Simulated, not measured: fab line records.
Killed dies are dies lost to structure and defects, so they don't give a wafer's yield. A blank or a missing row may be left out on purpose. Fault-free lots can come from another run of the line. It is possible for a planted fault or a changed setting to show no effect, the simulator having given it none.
One fault seen from 2 desks -- flow n5_finfet -- what lay behind the numbers comes last; until then each desk has only its own

FROM THE METROLOGY DESK
What the gauges read, lot by lot, whatever tool the lot ran on: means of the sampled wafers that have a number. Marked OUT: a lot whose mean sits more than 4 standard deviations from the usual mean, which makes it out of limits; the brackets give that distance. Only the readings that lie furthest out on some lot appear, 7 of the 10 it has.
Columns: A = DIBL_N at N5_BEOL_M4_RC_MEAS_101, usual 36.5 mV/V; B = IOFF_N at N5_BEOL_M4_RC_MEAS_101, usual 0.17 nA/um; C = IOFF_P at N5_BEOL_M4_RC_MEAS_101, usual 0.22 nA/um; D = SS_N at N5_BEOL_M4_RC_MEAS_101, usual 71.6 mV/dec; E = SS_P at N5_BEOL_M4_RC_MEAS_101, usual 73.5 mV/dec; F = VT_N at N5_BEOL_M4_RC_MEAS_101, usual 250 mV; G = VT_P at N5_BEOL_M4_RC_MEAS_101, usual -250 mV
lot,first seen here,A,B,C,D,E,F,G
L927,day 8 10:47,33.2,0.11,0.14,70.5,72.2,257,-258
L936,day 10 17:58,37.3,0.19,0.26,71.7,73.5,246,-248
L935,day 11 02:39,34.1,0.13,0.18,71.5,72.9,252,-253
L946,day 13 08:51,37.7,0.20,0.24,72.0,73.4,245,-249
Finding of this desk: none of the 4 lots has anything out of limits.

THE TOOL OWNER'S DESK: litho_track-03
The tool's own readings at N5_MOL_CONTACT_COAG_COAT_58 (time 60 s, resist thk 10 nm): means of the sampled wafers that have a number, for each lot that ran on this tool. Marked OUT: a lot whose mean sits more than 4 standard deviations from the usual mean, which makes it out of limits; the brackets give that distance.
Columns: A = plate_temp_C at N5_MOL_CONTACT_COAG_COAT_58, usual 204.99 C; B = resist_line_temp_C at N5_MOL_CONTACT_COAG_COAT_58, usual 23.01 C; C = spin_speed_rpm at N5_MOL_CONTACT_COAG_COAT_58, usual 1499.9 rpm
lot,first seen here,A,B,C
L927,day 4 20:17,204.89,22.86,1500.6
L935,day 6 13:17,205.13,23.06,1624.3 (+99 or more) OUT
L936,day 6 21:41,204.79,23.06,1624.0 (+99 or more) OUT
This desk's finding: out of limits on L935, L936; first on L935, day 6 13:17 (spin_speed_rpm at N5_MOL_CONTACT_COAG_COAT_58). L927: within limits.

TAKEN TOGETHER
The tool owner's desk had the chance to raise an alarm at day 6 13:17 on L935, L936.
Metrology desk: nothing out of limits seen.
The metrology desk has L935, L936 on record, within its limits.
All the named lots went through N5_MOL_CONTACT_COAG_COAT_58 on litho_track-03.

WHAT THE SIMULATOR HAD INSERTED
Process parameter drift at N5_MOL_CONTACT_COAG_COAT_58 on litho_track-03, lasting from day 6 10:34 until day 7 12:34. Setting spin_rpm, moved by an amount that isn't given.
Struck lots among those shown: L935, L936.
How many hours passed from the start of the fault until each desk's first out-of-limits reading: the tool owner's desk, 3.
